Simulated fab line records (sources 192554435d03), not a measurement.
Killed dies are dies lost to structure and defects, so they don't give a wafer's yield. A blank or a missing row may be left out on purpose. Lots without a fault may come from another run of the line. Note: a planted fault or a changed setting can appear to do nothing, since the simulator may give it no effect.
A lot that was struck, set against a sound lot ; flow n5Finfet ; 24 out of 1938 route steps
Sound: wafers L522.1, L522.3, L522.5. The struck wafers were L521.1, L521.4, L521.6. The cause is named last.
At each step with rows: each side's tool, then ch and its chambers, then its first start. Under that, the readings that differ: sound wafers ; struck wafers ; difference of the means ; sigmas: that difference in standard deviations of wafers without a fault.
alike: readings with means less than 2 such deviations apart, plus words and numbers identical on both sides. not compared: withheld readings, readings lacking a value on some wafer, bounds such as >300 that could conceal the same value, and numbers that have no deviation in the record and whose values overlap.
A row with sigmas, a row that says differs or no value, or rows on one side alone: a step with any of these is where the two part. Non-overlapping numbers with no deviation appear without sigmas and do not part them. Lack of a reading on every wafer of one side parts them only where that side has two or more wafers.

first, 1 step without rows for these wafers: N5_HKMG_FIN_ALD_79 (deposits TiN, target thk 1.5 nm, pulse time 1 s, purge time 3 s).
N5_HKMG_FIN_CVD_62: deposits a-Si from Si2H6, target thk 3 nm, time 20.8 s.
  sound on thermalCvdSi-02 ch 0,1, day 4 19:22; struck on thermalCvdSi-01 ch 0,1, day 4 15:14
  alike: heaterPowerW
then, 5 steps without rows for these wafers: N5_HKMG_FIN_RTA_80 (time 2 s); N5_HKMG_FIN_PRECLEAN_64 (cleans in dHF, time 30 s); N5_HKMG_FIN_WET_ETCH_65 (etches a-Si in TMAH, stops on TiN, time 49 s, target depth 3 nm); N5_HKMG_FIN_WET_ETCH_81 (etches TiN in SC1, stops on HfO2, time 57 s, target depth 6 nm); N5_HKMG_FIN_WET_ETCH_82 (etches La2O3 in dHCl, stops on HfO2, target depth 2 nm, rinse time 30 s).
N5_HKMG_FIN_ALD_36: deposits TiN, target thk 1 nm, pulse time 1 s, purge time 3 s.
  sound on aldMetal-03 ch 0,1,2, day 4 19:50; struck on aldMetal-03 ch 0,3, day 4 15:38
  alike: heaterPowerW, precursorPulseHeightRel
N5_HKMG_FIN_THK_MEAS_70: measures by xrf.
  sound on filmMetro-02, day 4 20:07; struck on filmMetro-01, day 4 15:55
  alike: HK_THK
N5_HKMG_FIN_PWFM_ALD_03: deposits TiN, target thk 2 nm, pulse time 1 s, purge time 3 s.
  sound on aldMetal-01 ch 1,2, day 4 20:09; struck on aldMetal-01 ch 1,3, day 4 15:58
  alike: heaterPowerW, precursorPulseHeightRel
then, 2 steps without rows for these wafers: N5_HKMG_FIN_COAT_29 (time 60 s, resist thk 300 nm); N5_HKMG_FIN_COAT_30 (time 60 s, resist thk 35 nm).
N5_HKMG_FIN_COAT_06: resist thk 90 nm.
  sound on lithoTrack-02 ch 0, day 4 20:37; struck on lithoTrack-05 ch 0, day 4 16:26
reading;sound;struck;difference;sigmas
spinSpeedRpm (rpm);1499.5 1500.3 1499.7;1191.4 1191.4 1190.6;-308.7;-99 or more
model.CAR-ArF_of_HKMG_FIN_COAT_06.thkNm (nm);89.6 89.8 89.8;101.6 101 101.6;+11.7;
then, 5 steps without rows for these wafers: N5_HKMG_FIN_EBR_08; N5_HKMG_FIN_SOFTBAKE_07 (time 60 s); N5_HKMG_FIN_EXPOSE_09 (exposes mask NWFM); N5_HKMG_FIN_PEB_10 (peb time 60 s); N5_HKMG_FIN_DEVELOP_11 (develop time 30 s).
N5_HKMG_FIN_CD_MEAS_12 targets a cd of 92.8 nm.
  sound on cdSem-03 ch 0, day 4 20:52; struck on cdSem-01 ch 0, day 4 16:47
  alike: cdNm
N5_HKMG_FIN_OVL_MEAS_13:
  sound on overlay-01 ch 0, day 4 20:53; struck on overlay-01 ch 0, day 4 16:49
  alike: NWFM_OVL
N5_HKMG_FIN_INSPECT_14: inspects for defects (macro).
  sound on defectInspect-01, day 4 20:55; struck on defectInspect-02, day 4 16:51
  alike: rawDefectCount
N5_HKMG_FIN_DESCUM_17: chemistry O2, time 7.9 s.
  sound on rieDiel-05 ch 2,3, day 4 20:59; struck on rieDiel-05 ch 1,2, day 4 16:53
  alike: biasPowerW, drypumpMotorCurrentA, o2FlowSccm, oesProductAu, rfVppV, showerheadPlenumPTorr, throttleValvePct
  not compared: rfHoursCounterH
N5_HKMG_FIN_ETCH_31: etches SiARC in CF4, target depth 45.5 nm, time 75.8 s.
  sound on rieDiel-05 ch 2,3, day 4 21:01; struck on rieDiel-05 ch 1,2, day 4 16:55
reading;sound;struck;difference;sigmas
model.CAR-ArF_of_HKMG_FIN_COAT_06.thkNm (nm);50.4 50.6 50.8;62.4 61.8 62.2;+11.5;
  alike: cf4FlowSccm, drypumpMotorCurrentA, etchRfOnTimeS, oesProductAu, rfVppV, showerheadPlenumPTorr, throttleValvePct
  not compared: rfHoursCounterH
N5_HKMG_FIN_ETCH_32: etches SOC in N2/H2, target depth 240 nm, time 300 s.
  sound on rieDiel-05 ch 2,3, day 4 21:05; struck on rieDiel-05 ch 1,2, day 4 16:58
  alike: drypumpMotorCurrentA, oesProductAu, rfVppV, showerheadPlenumPTorr, throttleValvePct
  not compared: rfHoursCounterH

## WHERE THEY PART
Only at N5_HKMG_FIN_COAT_06, as far as this record shows. Later steps at which nothing parts them and some readings are alike: N5_HKMG_FIN_CD_MEAS_12, N5_HKMG_FIN_OVL_MEAS_13, N5_HKMG_FIN_INSPECT_14, N5_HKMG_FIN_DESCUM_17, N5_HKMG_FIN_ETCH_31, N5_HKMG_FIN_ETCH_32.

WHY: the cause the simulator had injected
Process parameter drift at N5_HKMG_FIN_COAT_06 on lithoTrack-05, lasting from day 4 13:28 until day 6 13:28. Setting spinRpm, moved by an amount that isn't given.
